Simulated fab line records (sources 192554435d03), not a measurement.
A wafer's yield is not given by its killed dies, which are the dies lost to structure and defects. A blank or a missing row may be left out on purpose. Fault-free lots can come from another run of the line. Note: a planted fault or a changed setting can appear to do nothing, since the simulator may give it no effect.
Matching of chambers | flow n5 finfet | 4 sister chambers for N5_BEOL_M12_CMP_49 on cmp-02
The step polishes, stops on SiOC, t overpolish 20.6 s, target thk 320 nm. 4 wafers are shown with their chamber, then 8 later ones without.

WAFERS PAIRED WITH THEIR CHAMBERS
wafer  | chamber | motor current A (A)
L079.3 | 2       | 6.4
L088.4 | 1       | 6.3
L091.5 | 3       | 7.3
L093.1 | 0       | 6.8

WAFERS MISSING THEIR CHAMBER
wafer  | motor current A (A)
L093.4 | 6.3
L093.6 | 6.5
L094.2 | 7.9
L094.4 | 6.6
L094.5 | 6.7
L092.1 | 7.4
L092.3 | 6.6
L092.4 | 6.4

CHAMBER TAKEN BY EACH
wafer  | from the rows above          | in truth
L093.4 | can't be placed: 1 or 2      | 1
L093.6 | can't be placed: 2 or 1 or 0 | 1
L094.2 | 3                            | 3
L094.4 | can't be placed: 2 or 0 or 1 | 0
L094.5 | can't be placed: 0 or 2 or 1 | 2
L092.1 | 3                            | 3
L092.3 | can't be placed: 2 or 0 or 1 | 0
L092.4 | can't be placed: 2 or 1 or 0 | 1
2 of 8 placed correctly. Cannot be placed on the basis of these rows: 6; the candidates contain the true chamber in 6. Wrongly placed: 0.
How it was worked out, from the rows above alone: a wafer's distance from a chamber is the root of the sum, over the readings, of the square of ((its reading less the chamber's mean) divided by the reading's scatter). The wafer belongs to the nearest chamber; if the next one is less than 2 further off, it can't be placed. The mean given for a chamber averages the wafers shown for that chamber. The scatter (one wafer shown for each chamber): square how far every hidden wafer sits from the nearest shown wafer, average those squares and take the square root.
